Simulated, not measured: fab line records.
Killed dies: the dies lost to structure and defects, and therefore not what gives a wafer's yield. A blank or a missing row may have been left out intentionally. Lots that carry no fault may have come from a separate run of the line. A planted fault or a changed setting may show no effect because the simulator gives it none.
fab line records	flow n5-finfet
record: lots: 5	wafers: 15	last-day: 18
route steps=1938 shown GATE_CUT@498 MOL_CONTACT_COAG@517 PASSIVATION@1936
lots with no fault: from the same line, run without faults
start-h: hours from the record's first day to the start of the lot's first wafer shown	wait-h: hours from the lot's prior step to this one	" repeats the value in the row above	L1.1+2: a single row standing in for several wafers	- value missing, or start not given	* or withheld: withheld	< > ~ a bound
route shown NAME@n: names a module that has steps shown in the file, with the first one's number in the route	usual: mean/standard deviation taken from wafers without a fault	same: alike in all rows	chamber/n: place in a boat	sites: readings site by site	_std_site: their standard deviation	_edge_site: inner sites' mean taken away from outer sites' mean	radius-mm: for every site, how far away it sits from the centre of the wafer	mask NAME#n: copy n	behind: the most recent tool/chamber to have shaped the wafer	hold: why the lot was held/for how many hours/how that ended	device: names the non-switching transistor (n, p or np)	end of line: at the end of the route, the tests of the same wafers	a step given without rows: its recipe and nothing more	killed: dies lost to structure and defects at the first sort, not the wafer's yield	map: a wafer's dies, x killed, . not, _ none there
set.NAME: the setting that was run; set.NAME@STEP: the one run at that earlier step	model.NAME: the simulator's own value behind a step, which no gauge read
lots seen at some steps along the route; tables by step, rows by wafer
services: the hour from which a tool's chamber was out of use, counted from the record's first day as start-h (under 0 if before that day), plus the number of hours and why
== steps ==
step: N5_GATE_CUT_STRIP_42
recipe: chemistry: O2	power-w: 400	temp-c: 40	pressure-mtorr: 30	rf-frequency-hz: 6e+07	bias-power-w: 0	overash-fraction: 0.3	o2-flow-sccm: 225
step: N5_GATE_CUT_ETCH_19
recipe: chemistry: CH3F/O2	target: SiNx	mask-material: SiO2	target-depth-a: 537	time-s: 76.7	pressure-mtorr: 30	source-w: 395	bias-w: 73	Ar_flow_sccm: 150	CH3F_flow_sccm: 30	O2_flow_sccm: 20	ion-energy-ev: 120	ends: cleared
step: N5_GATE_CUT_CUT_ETCH_53
recipe: chemistry: SF6/Cl2	target: W	mask-material: SiO2	target-depth-a: 792	pressure-mtorr: 8	icp-w: 900	bias-w: 80	SF6_flow_sccm: 40	Cl2_flow_sccm: 60	ends: cleared
step: N5_GATE_CUT_CUT_ETCH_54
recipe: chemistry: Cl2/BCl3	target: TiN	mask-material: SiO2	target-depth-a: 967	pressure-mtorr: 10	icp-w: 1000	bias-w: 126	Cl2_flow_sccm: 53.25	bcl3-flow-sccm: 21.75	Ar_flow_sccm: 25	ends: cleared
step: N5_GATE_CUT_CUT_ETCH_55
recipe: chemistry: BCl3	target: HfO2	mask-material: SiO2	target-depth-a: 32	ion-energy-ev: 30	pressure-mtorr: 5	icp-w: 450	bias-w: 18	bcl3-flow-sccm: 80
step: N5_GATE_CUT_ETCH_47
recipe: chemistry: Cl2/BCl3	target: SiO2	target-depth-a: 100	pressure-mtorr: 10	icp-w: 1000	bias-w: 126	Cl2_flow_sccm: 53.25	bcl3-flow-sccm: 21.75	Ar_flow_sccm: 25
usual: bcl3-flow-sccm: 21.75/0.063	bias-w: 126.0/0.36	drypump-motor-current-A: 5.7/0.42	oes-product-au: 0.74/0.076	rf-fwd-power-W: 984/3.6	throttle-valve-pct: 22.97/0.17
lot.wafer	tool	chamber	start-h	wait-h	bcl3-flow-sccm	bias-w	drypump-motor-current-A	oes-product-au	rf-fwd-power-W	rf-hours-counter-h	throttle-valve-pct
L751.4	rie-metal-01	1	87.01	0.0	21.72	125.8	6.0	0.78	991	-	23.04
L751.5	"	1	"	"	21.71	126.1	6.0	0.78	991	-	23.04
L751.6	"	0	"	"	21.74	126.0	5.5	0.74	976	-	22.71
L759.2	rie-metal-01	0	132.63	0.0	21.82	125.9	5.5	0.73	979	62	22.73
L759.5	"	1	"	"	21.87	126.0	6.0	0.76	985	-	23.05
L759.6	"	0	"	"	21.72	126.1	5.5	0.73	976	-	22.71
L760.3	rie-metal-03	0	140.10	0.0	21.76	126.3	6.4	0.81	986	-	23.27
L760.5	"	1	"	"	21.75	126.6	5.6	0.82	983	-	22.83
L760.6	"	0	"	"	21.70	125.7	6.4	0.79	985	-	23.27
L761.1	rie-metal-02	1	144.59	0.0	21.72	126.3	5.8	0.60	985	128	23.09
L761.2	"	0	"	"	21.80	126.1	5.1	0.80	985	34	22.90
L761.4	"	0	"	"	21.71	125.9	5.0	0.80	987	-	22.90
L772.1	rie-metal-03	0	209.66	0.0	21.68	125.9	6.5	0.78	977	37	23.29
L772.2	"	1	"	"	21.74	125.9	5.6	0.81	992	38	22.83
L772.5	"	1	"	"	21.82	125.7	5.6	0.82	989	-	22.83
step: N5_GATE_CUT_VAPOR_ETCH_48
recipe: chemistry: BCl3/Cl2	target: TiN	mode: isotropic
step: N5_GATE_CUT_VAPOR_ETCH_49
recipe: chemistry: BCl3/Cl2	target: TiAlC	mode: isotropic
step: N5_GATE_CUT_VAPOR_ETCH_51
recipe: chemistry: BCl3/Cl2	target: HfO2	mode: isotropic
step: N5_GATE_CUT_STRIP_21
recipe: chemistry: N2/H2	time-s: 30	power-w: 1000	temp-c: 250	pressure-mtorr: withheld	n2-flow-sccm: 1750	h2-flow-sccm: 3250
step: N5_GATE_CUT_STRIP_29
recipe: chemistry: post-etch-residue-remover	time-s: 60	temp-c: 25	remover-ph: withheld	remover-water-wt-pct: withheld	remover-fluoride-wt-pct: withheld
step: N5_GATE_CUT_SRD_52
recipe: dry: ipa-marangoni	time-s: 30	temp-c: 23	rinse-liquid: diw
step: N5_GATE_CUT_ALD_22
recipe: material: SiNx	target-thk-a: 160	temp-c: 400	ald-precursor-family: SiH2I2	ald-co-reactant: N2/H2-plasma	pulse-time-s: 1	ald-cycles: 320	purge-time-s: 2	co-reactant-purge-time-s: 2	pressure-torr: 2
usual: heater-power-w: 826/82	precursor-pulse-height-rel: 1.000/0.021
lot.wafer	tool	chamber	start-h	wait-h	heater-power-w	precursor-pulse-height-rel
L751.4	ald-sin-02	3	89.70	2.4	930	1.017
L751.5	"	0	"	"	767	0.996
L751.6	"	2	"	"	825	1.006
L759.2	ald-sin-02	1	132.92	0.0	739	1.019
L759.5	"	2	"	"	820	1.004
L759.6	"	1	"	"	737	1.032
L760.3	ald-sin-02	2	140.38	0.0	837	1.047
L760.5	"	2	"	"	825	1.017
L760.6	"	3	"	"	940	0.979
L761.1	ald-sin-03	2	144.99	0.1	837	0.993
L761.2	"	3	"	"	807	0.977
L761.4	"	1	"	"	792	0.981
L772.1	ald-sin-03	3	209.95	0.0	796	1.007
L772.2	"	1	"	"	792	0.990
L772.5	"	3	"	"	792	0.999
step: N5_GATE_CUT_CMP_23
recipe: stop-on: SiO2	t-overpolish-s: 23.4	post-cmp-clean: alkaline-brush	down-force-psi: 2.5	platen-rpm: 51.8	pad-velocity-m-s: 1.0307	target-thk-nm: 16
usual: head-pressure-psi: 2.500/0.005	motor-current-A: 9.1/0.69	overpolish-run-s: 23.399/0.0081	pad-life-wafers: 1421/570	platen-rpm: 51.80/0.034	time-to-endpoint-s: 19.7/2.5
lot.wafer	tool	chamber	start-h	wait-h	head-pressure-psi	motor-current-A	overpolish-run-s	pad-life-wafers	platen-rpm	time-to-endpoint-s
L751.4	cmp-04	2	90.54	0.1	2.508	9.9	23.383	788	51.90	24.1
L751.6	"	0	"	"	2.509	9.2	23.416	-	51.75	18.2
L751.5	"	1	"	"	2.506	8.4	23.387	-	51.81	22.2
L759.2	cmp-01	1	134.41	0.8	2.503	9.9	23.401	1764	51.81	19.2
L759.5	"	1	"	"	2.512	9.9	23.398	-	51.81	21.8
L759.6	"	2	"	"	2.510	9.1	23.402	-	51.80	19.6
L760.3	cmp-02	0	141.87	0.8	2.501	8.4	23.387	1542	51.81	22.4
L760.5	"	0	"	"	2.502	8.9	23.401	-	51.80	24.8
L760.6	"	1	"	"	2.501	7.6	23.383	-	51.85	19.8
L761.4	cmp-01	2	146.48	0.8	2.499	8.7	23.400	1842	51.82	18.8
L761.2	"	0	"	"	2.500	9.2	23.405	1844	51.80	25.2
L761.1	"	1	"	"	2.507	10.2	23.388	1845	51.80	21.6
L772.1	cmp-02	3	211.52	0.8	2.499	9.3	23.396	2084	51.77	19.1
L772.2	"	0	"	"	2.506	8.4	23.409	2085	51.79	22.1
L772.5	"	2	"	"	2.501	9.6	23.393	-	51.75	16.4
step: N5_GATE_CUT_THK_MEAS_24
recipe: reads: SiO2_of_GATE_CUT_HM_DEP_46+SiO2_flowable_of_ILD0_FCVD_FILL_01
usual: GC_FILL_THK: 220.7/2.5
lot.wafer	tool	chamber	start-h	wait-h	GC_FILL_THK[nm]
L751.4	film-metro-01	-	90.76	-	223.0
L751.5	"	-	"	"	220.8
L751.6	"	-	"	"	221.7
L759.2	film-metro-01	-	134.71	-	217.2
L759.5	"	-	"	"	216.1
L759.6	"	-	"	"	218.3
L760.3	film-metro-02	-	142.17	-	220.1
L760.5	"	-	"	"	222.5
L760.6	"	-	"	"	222.1
L761.1	film-metro-01	-	146.78	-	220.0
L761.2	"	-	"	"	218.3
L761.4	"	-	"	"	221.7
L772.1	film-metro-02	-	211.73	-	216.9
L772.2	"	-	"	"	217.4
L772.5	"	-	"	"	218.0
step: N5_GATE_CUT_CMP_43
recipe: material: SiO2	post-cmp-clean: rinse-only
step: N5_GATE_CUT_CMP_61
recipe: stop-on: SiNx	t-overpolish-s: 3	post-cmp-clean: alkaline-brush	down-force-psi: 4	platen-rpm: 27.09	pad-velocity-m-s: 0.539
usual: head-pressure-psi: 4.001/0.0088	motor-current-A: 12.0/0.98	pad-life-wafers: 1476/460	platen-rpm: 27.091/0.018
lot.wafer	tool	chamber	start-h	wait-h	head-pressure-psi	motor-current-A	pad-life-wafers	platen-rpm
L751.4	cmp-02	2	91.30	0.3	4.003	12.8	1207	27.124
L751.6	"	1	"	"	4.015	10.3	-	27.086
L751.5	"	2	"	"	4.015	13.0	-	27.097
L759.2	cmp-04	0	135.31	0.2	4.002	12.0	1185	27.105
L759.5	"	1	"	"	4.000	10.7	-	27.101
L759.6	"	2	"	"	3.990	13.0	-	27.090
L760.3	cmp-02	1	142.70	0.3	3.986	10.1	1555	27.098
L760.5	"	0	"	"	4.002	12.1	-	27.098
L760.6	"	1	"	"	3.992	10.1	-	27.096
L761.1	cmp-02	0	147.29	0.4	3.999	11.6	1590	27.091
L761.2	"	2	"	"	4.000	13.1	1592	27.083
L761.4	"	3	"	"	4.002	12.2	1593	27.078
L772.1	cmp-04	1	212.24	0.4	4.014	11.1	1758	27.105
L772.2	"	0	"	"	4.011	12.6	1761	27.075
L772.5	"	2	"	"	4.009	12.6	-	27.121
step: N5_MOL_CONTACT_COAG_COAT_103
recipe: resist: SOC	temp-c: 250	time-s: 60	spin-rpm: 1500	resist-thk-nm: 80
step: N5_MOL_CONTACT_COAG_COAT_104
recipe: resist: SiARC	temp-c: 220	time-s: 60	spin-rpm: 1500	resist-thk-nm: 12
step: N5_MOL_CONTACT_COAG_COAT_58
recipe: resist: underlayer	temp-c: 205	time-s: 60	spin-rpm: 1500	resist-thk-nm: 10
step: N5_MOL_CONTACT_COAG_COAT_02
recipe: resist: CAR-EUV	spin-rpm: 1500	resist-thk-nm: 30
step: N5_MOL_CONTACT_COAG_EBR_04
recipe: solvent: PGMEA	ebr-width-mm: 1.5
step: N5_MOL_CONTACT_COAG_SOFTBAKE_03
recipe: temp-c: 110	time-s: 60	resist: CAR-EUV
step: N5_MOL_CONTACT_COAG_EXPOSE_05
recipe: mask-id: CA	na: 0.33	source-shape: annular	sigma-inner: 0.4	sigma-outer: 0.8	polarization: unpolarized	defocus-nm: 0	dose-mj: 38.25
step: N5_MOL_CONTACT_COAG_PEB_06
recipe: peb-temp-c: 100	peb-time-s: 60	resist: CAR-EUV
step: N5_MOL_CONTACT_COAG_DEVELOP_07
recipe: develop-time-s: 30	developer: TMAH	resist: CAR-EUV	rinse-liquid: surfactant-rinse	dry: air-spin	dev-temp-c: 23
step: N5_MOL_CONTACT_COAG_CD_MEAS_08
recipe: target-cd-nm: 28	landing-energy-ev: 500	detector: se-inlens	polarity: opening
usual: cd-nm: 28.02/0.25
lot.wafer	tool	chamber	start-h	wait-h	cd-nm
L751.4	cd-sem-02	0	91.93	-	27.97
L751.5	"	0	"	"	27.75
L751.6	"	0	"	"	28.14
L759.2	cd-sem-01	0	135.75	-	27.82
L759.5	"	0	"	"	27.99
L759.6	"	0	"	"	27.97
L760.3	cd-sem-02	0	143.21	-	28.04
L760.5	"	0	"	"	28.45
L760.6	"	0	"	"	28.25
L761.1	cd-sem-03	0	147.98	-	28.32
L761.2	"	0	"	"	27.55
L761.4	"	0	"	"	28.25
L772.1	cd-sem-01	0	212.77	-	28.01
L772.2	"	0	"	"	27.78
L772.5	"	0	"	"	28.34
step: N5_MOL_CONTACT_COAG_OVL_MEAS_09
recipe: points-per-wafer: 522
usual: CA_OVL: 0.1/0.73
lot.wafer	tool	chamber	start-h	wait-h	CA_OVL[nm]
L751.4	overlay-02	0	91.97	0.0	0.1
L751.5	"	0	"	"	0.8
L751.6	"	0	"	"	1.2
L759.2	overlay-01	0	135.78	0.0	-0.9
L759.5	"	0	"	"	-1.1
L759.6	"	0	"	"	0.5
L760.3	overlay-01	0	143.25	0.0	-1.0
L760.5	"	0	"	"	0.4
L760.6	"	0	"	"	-1.1
L761.1	overlay-02	0	148.01	0.0	-0.3
L761.2	"	0	"	"	0.5
L761.4	"	0	"	"	0.5
L772.1	overlay-01	0	212.81	0.0	1.3
L772.2	"	0	"	"	-0.4
L772.5	"	0	"	"	0.7
step: N5_MOL_CONTACT_COAG_DESCUM_13
recipe: chemistry: O2	time-s: 7	source-power-w: 50	bias-power-w: 20	pressure-mtorr: 20	rf-frequency-hz: 2.712e+07	temp-c: 40	resist: CAR-EUV	o2-flow-sccm: 225
usual: drypump-motor-current-A: 5.9/0.33	oes-product-au: 0.78/0.085	rf-fwd-power-W: 49.49/0.17	rf-vpp-V: 243.6/1.2	showerhead-plenum-p-Torr: 2.12/0.066	throttle-valve-pct: 20.40/0.16
lot.wafer	tool	chamber	start-h	wait-h	drypump-motor-current-A	oes-product-au	rf-fwd-power-W	rf-hours-counter-h	rf-vpp-V	showerhead-plenum-p-Torr	throttle-valve-pct
L751.4	rie-diel-04	2	92.17	0.2	6.5	0.75	49.36	154	243.6	2.07	20.44
L751.5	"	0	"	"	5.9	0.68	49.64	-	242.9	2.05	20.50
L751.6	"	3	"	"	5.3	0.68	49.55	-	242.8	2.07	20.55
L759.2	rie-diel-02	2	135.87	0.0	5.7	0.71	49.62	169	244.9	2.17	20.55
L759.5	"	1	"	"	5.3	0.81	49.54	-	243.3	2.03	20.36
L759.6	"	2	"	"	5.7	0.71	49.65	-	243.7	2.17	20.54
L760.3	rie-diel-04	0	143.33	0.0	5.9	0.95	49.44	4	241.7	2.05	20.10
L760.5	"	1	"	"	5.9	0.89	49.84	-	241.8	2.04	20.50
L760.6	"	0	"	"	6.0	0.95	49.41	-	242.5	2.05	20.11
L761.1	rie-diel-04	2	148.11	0.0	6.4	0.72	49.51	178	242.1	2.07	20.48
L761.2	"	1	"	"	5.9	0.88	49.71	42	242.8	2.04	20.48
L761.4	"	3	"	"	5.3	1.01	49.34	1	241.9	2.06	20.24
L772.1	rie-diel-04	1	213.19	0.3	5.9	0.84	49.72	69	243.1	2.03	20.53
L772.2	"	3	"	"	5.3	0.92	49.38	27	241.8	2.05	20.28
L772.5	"	2	"	"	6.4	0.69	49.39	-	242.7	2.06	20.52
step: N5_MOL_CONTACT_COAG_ETCH_59
recipe: chemistry: N2/H2	target: underlayer	target-depth-a: 130	mask-material: CAR-EUV	time-s: 10.4	ion-energy-ev: 200	pressure-mtorr: 30	source-w: 840	bias-w: 150	n2-flow-sccm: 200	h2-flow-sccm: 200	ends: cleared
step: N5_MOL_CONTACT_COAG_ETCH_105
recipe: chemistry: CF4	target: SiARC	target-depth-a: 156	mask-material: CAR-EUV	time-s: 26	ion-energy-ev: 80	pressure-mtorr: 40	source-w: 545	bias-w: 36	Ar_flow_sccm: 100	cf4-flow-sccm: 100	ends: cleared
step: N5_MOL_CONTACT_COAG_ETCH_106
recipe: chemistry: N2/H2	target: SOC	target-depth-a: 800	overetch-a: 160	mask-material: SiARC	temp-c: 40	time-s: 120	ion-energy-ev: 200	pressure-mtorr: 30	source-w: 840	bias-w: 150	n2-flow-sccm: 200	h2-flow-sccm: 200
step: N5_MOL_CONTACT_COAG_STRIP_107
recipe: chemistry: N2/H2	temp-c: 40	n2-flow-sccm: 200	h2-flow-sccm: 200	rf-frequency-hz: 6e+07
step: N5_MOL_CONTACT_COAG_STRIP_108
recipe: chemistry: N2/H2	temp-c: 40	n2-flow-sccm: 200	h2-flow-sccm: 200	rf-frequency-hz: 6e+07
step: N5_MOL_CONTACT_COAG_CONTACT_ETCH_14
recipe: chemistry: C4F6/O2	target: SiO2	target-depth-a: 275	overetch-a: 85	mask-material: SOC	pressure-mtorr: 30	source-w: 370	bias-w: 185	Ar_flow_sccm: 300	C4F6_flow_sccm: 16	O2_flow_sccm: 10	time-s: 20	ion-energy-ev: 259.6
step: N5_MOL_CONTACT_COAG_STRIP_109
recipe: chemistry: C4F6/O2	resist: SiARC	rf-frequency-hz: 6e+07
step: N5_MOL_CONTACT_COAG_ETCH_15
recipe: chemistry: CH3F/O2	target: SiNx	target-depth-a: 70	mask-material: SOC	stop-on: Si:P	over-etch-frac: 0.75	ion-energy-ev: 120	pressure-mtorr: 30	source-w: 395	bias-w: 73	Ar_flow_sccm: 150	CH3F_flow_sccm: 30	O2_flow_sccm: 20
step: N5_MOL_CONTACT_COAG_ETCH_110
recipe: chemistry: CF4/O2	target: Si	target-depth-a: 25	time-s: 8	pressure-mtorr: 100	source-w: 200	bias-w: 12	ion-energy-ev: 60	Ar_flow_sccm: 100	cf4-flow-sccm: 100	O2_flow_sccm: 10
step: N5_MOL_CONTACT_COAG_STRIP_98
recipe: chemistry: N2/H2	power-w: 500	temp-c: 40	pressure-mtorr: 50	rf-frequency-hz: 6e+07	overash-fraction: 0.3	bias-power-w: 8	h2-frac: 0.5	n2-flow-sccm: 300	h2-flow-sccm: 300
usual: drypump-motor-current-A: 6.0/0.33	oes-product-au: 0.78/0.084	rf-vpp-V: 54.4/1.4	showerhead-plenum-p-Torr: 3.40/0.098	throttle-valve-pct: 18.9/0.43
same: overash-fraction: 0.3
lot.wafer	tool	chamber	start-h	wait-h	drypump-motor-current-A	oes-product-au	rf-hours-counter-h	rf-vpp-V	showerhead-plenum-p-Torr	throttle-valve-pct
L751.4	rie-diel-04	2	92.50	0.0	6.5	0.75	154	54.4	3.36	19.1
L751.5	"	0	"	"	5.9	0.68	-	53.7	3.29	18.5
L751.6	"	3	"	"	5.3	0.68	-	55.9	3.31	19.6
L759.2	rie-diel-02	2	136.19	0.0	5.7	0.72	169	53.9	3.49	19.7
L759.5	"	1	"	"	5.3	0.82	-	50.6	3.25	18.7
L759.6	"	2	"	"	5.7	0.71	-	51.9	3.49	19.6
L760.3	rie-diel-04	0	143.65	0.0	6.0	0.95	4	53.5	3.29	18.1
L760.5	"	1	"	"	5.9	0.89	-	53.7	3.30	18.9
L760.6	"	0	"	"	5.9	0.96	-	55.3	3.29	18.2
L761.1	rie-diel-04	2	148.43	0.0	6.5	0.72	178	53.3	3.35	19.1
L761.2	"	1	"	"	5.9	0.87	42	56.7	3.30	19.0
L761.4	"	3	"	"	5.3	1.00	1	54.0	3.30	19.2
L772.1	rie-diel-04	1	213.52	0.0	5.9	0.84	69	54.6	3.28	19.0
L772.2	"	3	"	"	5.4	0.91	27	54.4	3.29	19.3
L772.5	"	2	"	"	6.4	0.70	-	53.0	3.34	19.2
step: N5_PASSIVATION_PROBE_49
usual: defect-limited-yield: 91.2/1.4	killed_at_M0_to_M3: 34/11	killed_at_M4_up: 14/6.3	killed-at-contacts: 13/7.4	killed-at-front-end: 38/11	killed-at-other: 4.3/2.9	killed-dies: 103/17	killed-open: 68/12	killed-short: 34/8	sort_bin_5_function: 5.1/0.9	sort_bin_6_memory: 3.3/0.66	sort-n-pass: 1077/17	sort-yield-pct: 91.2/1.4
same: gross-dies: 1180	killed-at-back-side: 0	sort_bin_4_leakage[%]: 0	sort_bin_8_speed[%]: 0
lot.wafer	tool	chamber	start-h	wait-h	defect-limited-yield[%]	killed_at_M0_to_M3	killed_at_M4_up	killed-at-contacts	killed-at-front-end	killed-at-other	killed-dies	killed-open	killed-short	sort_bin_5_function[%]	sort_bin_6_memory[%]	sort-n-pass	sort-yield-pct[%]
L751.4	prober-01	-	295.14	0.2	92.8	23	9	11	29	13	85	57	28	3.9	3.2	1095	92.8
L751.5	prober-01	-	295.19	0.2	93.4	26	14	7	24	7	78	59	19	3.4	3.0	1102	93.4
L751.6	prober-01	-	295.24	0.3	92.1	33	15	13	30	2	93	66	27	4.5	3.2	1087	92.1
L759.2	prober-02	-	334.53	0.1	90.9	29	17	15	39	7	107	66	41	5.3	3.1	1073	90.9
L759.5	prober-02	-	334.68	0.2	89.7	31	14	10	60	6	121	80	41	6.9	3.0	1059	89.7
L759.6	prober-02	-	334.73	0.3	91.1	28	8	11	48	10	105	73	31	5.7	2.8	1075	91.1
L760.6	prober-02	-	346.21	0.3	83.5	33	18	8	131	5	195	53	31	10.8	4.4	985	83.5
L772.1	prober-02	-	430.45	0.0	91.5	42	4	7	45	2	100	65	35	5.0	3.2	1080	91.5
L772.2	prober-02	-	430.50	0.1	87.9	70	30	16	26	1	143	90	53	7.3	4.7	1037	87.9
L772.5	prober-02	-	430.65	0.2	90.8	55	13	7	29	4	108	68	40	5.4	3.2	1072	90.8
killed by level:class
L751.4 STI_FIN_REVEAL:geometric-particle:open=11 MOL_CONTACT_COAG:geometric-particle:open=10 BEOL_M2:geometric-particle:open=6 FIN_SAQP:geometric-particle:open=4 BEOL_M0_SAQP:geometric-particle:short=4 PAD_METAL:geometric-particle:short=4 FIN_SAQP:geometric-particle:short=3 DUMMY_GATE:geometric-particle:open=3
L751.5 BEOL_M4:geometric-particle:open=12 STI_FIN_REVEAL:geometric-particle:open=9 BEOL_M2:geometric-particle:open=7 BEOL_M3:geometric-particle:open=7 MOL_CONTACT_COAG:geometric-particle:open=6 FIN_SAQP:geometric-particle:short=5 BEOL_M0:geometric-particle:open=5 DUMMY_GATE:geometric-particle:open=4
L751.6 BEOL_M1:geometric-particle:open=14 MOL_CONTACT_COAG:geometric-particle:open=12 FIN_SAQP:geometric-particle:short=11 STI_FIN_REVEAL:geometric-particle:open=6 BEOL_M4:geometric-particle:open=6 BEOL_M3:geometric-particle:open=5 STI_FIN_REVEAL:geometric-particle:short=4 BEOL_M2:geometric-particle:open=4
L759.2 MOL_CONTACT_COAG:geometric-particle:open=12 FIN_SAQP:geometric-particle:short=10 BEOL_M4:geometric-particle:open=9 BEOL_M1:geometric-particle:open=8 FIN_SAQP:geometric-particle:open=7 STI_FIN_REVEAL:geometric-particle:open=5 BEOL_M3:geometric-particle:open=5 DUMMY_GATE:geometric-particle:short=4
L759.5 FIN_SAQP:geometric-particle:open=16 STI_FIN_REVEAL:geometric-particle:open=15 BEOL_M2:geometric-particle:open=7 ILD0:geometric-particle:short=7 BEOL_M1:geometric-particle:open=7 BEOL_M4:geometric-particle:open=7 GATE_CUT:geometric-particle:short=6 MOL_CONTACT_COAG:geometric-particle:short=6
L759.6 FIN_SAQP:geometric-particle:open=16 BEOL_M3:geometric-particle:open=11 MOL_CONTACT_COAG:geometric-particle:open=10 FIN_SAQP:geometric-particle:short=8 BEOL_M1:geometric-particle:open=6 ILD0:geometric-particle:short=5 ILD0:geometric-particle:open=5 BEOL_M0_SAQP:geometric-particle:open=5
L760.6 GATE_CUT:unspecified=111 BEOL_M0_SAQP:geometric-particle:open=13 BEOL_M4:geometric-particle:open=8 MOL_CONTACT_COAG:geometric-particle:open=6 BEOL_M0_SAQP:geometric-particle:short=6 FIN_SAQP:geometric-particle:open=5 BEOL_M2:geometric-particle:open=4 GATE_CUT:geometric-particle:short=3
L772.1 FIN_SAQP:geometric-particle:open=12 BEOL_M3:geometric-particle:open=10 BEOL_M0_SAQP:geometric-particle:open=9 BEOL_M0_SAQP:geometric-particle:short=8 FIN_SAQP:geometric-particle:short=7 STI_FIN_REVEAL:geometric-particle:open=7 MOL_CONTACT_COAG:geometric-particle:open=6 BEOL_M2:geometric-particle:open=6
L772.2 BEOL_M0_SAQP:geometric-particle:short=26 BEOL_M4:geometric-particle:open=23 BEOL_M0_SAQP:geometric-particle:open=19 BEOL_M2:geometric-particle:open=13 MOL_CONTACT_COAG:geometric-particle:open=12 FIN_SAQP:geometric-particle:short=7 FIN_SAQP:geometric-particle:open=7 MOL_CONTACT_COAG:geometric-particle:short=4
L772.5 BEOL_M2:geometric-particle:open=15 STI_FIN_REVEAL:geometric-particle:open=11 BEOL_M0_SAQP:geometric-particle:short=11 BEOL_M1:geometric-particle:open=8 BEOL_M0_SAQP:geometric-particle:open=7 BEOL_M4:geometric-particle:open=6 BEOL_M2:geometric-particle:short=5 MOL_CONTACT_COAG:geometric-particle:open=4
map L760.6 (x killed, . not)
_________________....x....x..________________
______________..............x..._____________
___________..x.....................__________
__________...................x......_________
________...........................xx._______
_______...........x.......x..xx....x...______
______x............x....x.x.xxx.x......._____
_____..................x.x.x.xxxxx.x....x____
____..................x.xxxxxxxxxx........___
___.....x.............xx.xxxxxxxxx.........__
___......x...x.......xxxxxxxxxxxx.x........__
__....................xxxxxxxxxxxx.........._
__..................xxx.xxxxxxxxxx.........._
_..x...........x....xxxxxxx.xxxxx.x..........
_....x...........x....xx.xxxxxxxxx...........
_...x..................xx..xxxxx..........x..
_..............x........x.x.x..xxx..........x
_.......x.......x....x...xx.x....xxx.........
_............x...xx.........................x
_....x.x..........xx.x......xx..........x....
_..................x...............x.......x.
__...x.......x...............x.............x_
__.....x...................x................_
___..x...x.x.......x...............x...x...__
___..x....................x................__
____........x........x....................___
_____.................x..................____
______.x........x.......x......x....x..._____
_______....x...........................______
________.........................x...._______
__________..x...........x..........._________
___________x..................x....__________
______________......x..........._____________
_________________x..x...xx...________________
map L751.6 (x killed, . not)
_________________............________________
______________x................._____________
___________........x...x...x....x..__________
__________.....x...................._________
________x........x...................._______
_______...xx......x........x.....x...x.______
______.............x...x................_____
_____................x...................____
____....x.........x...........x...........___
___.....x........................x.x.......__
___.......x....x....x.................x....__
__x.............x......................x...._
__.........x...x............................_
_.x..xx.......................x..............
_....x.......x............x.......x..........
_.....xx.....x........x......x...............
_..............x...................x.........
_.x.............................x.........x..
_..x..x...x.......x............x.............
_.....x.....x................................
_..............xx...............x............
__...............x.............x............_
__x.....x.............x..........x...xx....._
___.....x....x.................x.........x.__
___......x.............x...................__
____........................x.........x...___
_____........x....x......................____
______......x............x.............._____
_______..x..x........................x.______
________...x.................x........_______
__________....x............x........_________
___________....x........xx..x......__________
______________..........x......._____________
_________________........x...________________
== services ==
tool	chamber	start-h	hours	kind
cmp-04	-	69.68	10.0	pm
ald-sin-02	1	70.69	31.1	repair
cmp-02	-	70.89	1.8	repair
rie-diel-04	2	72.01	19.0	repair
rie-diel-04	-	74.70	15.6	pm
cmp-02	-	94.13	8.1	pm
rie-diel-02	-	102.21	0.1	repair
rie-diel-04	0	109.16	-	clean
rie-diel-04	0	109.16	-	consumable-replace:focus-ring
rie-diel-04	0	109.16	22.2	scheduled-down
rie-diel-04	0	109.16	22.2	vent-cycle
rie-diel-02	1	119.55	8.1	repair
cmp-01	-	123.83	1.7	repair
rie-diel-04	3	131.85	-	clean
rie-diel-04	3	131.85	-	consumable-replace:focus-ring
rie-diel-04	3	131.85	12.5	scheduled-down
rie-metal-02	1	133.00	1.7	repair
cmp-01	-	143.79	0.4	repair
rie-metal-03	-	145.69	28.1	pm
cmp-04	-	165.36	4.8	pm
cmp-02	-	167.49	6.2	pm
cmp-01	-	173.84	4.0	pm
ald-sin-02	-	178.62	14.0	pm
rie-diel-04	2	203.66	6.9	repair
== key ==
first-sign: step: N5_PASSIVATION_PROBE_49	reading: killed-at-front-end	direction: up	sigmas: 8.6	usual: 38	struck: 131
effect: step: N5_PASSIVATION_PROBE_49	reading: defect-limited-yield	direction: down	sigmas: 5.6	usual: 91.2	struck: 83.5
more-kills-born-at: N5_GATE_CUT_ALD_22@ald-sin-02: 111
met-at N5_GATE_CUT_ALD_22
struck-wafers L760.6
onset-between 89.70 140.38
fault: kind: chamber-particle-source	tool: ald-sin-02	chamber: 3	onset-h: 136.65	steps: N5_GATE_CUT_ALD_22	rate-per-visit-cm2: 0.57241	end-h: 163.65
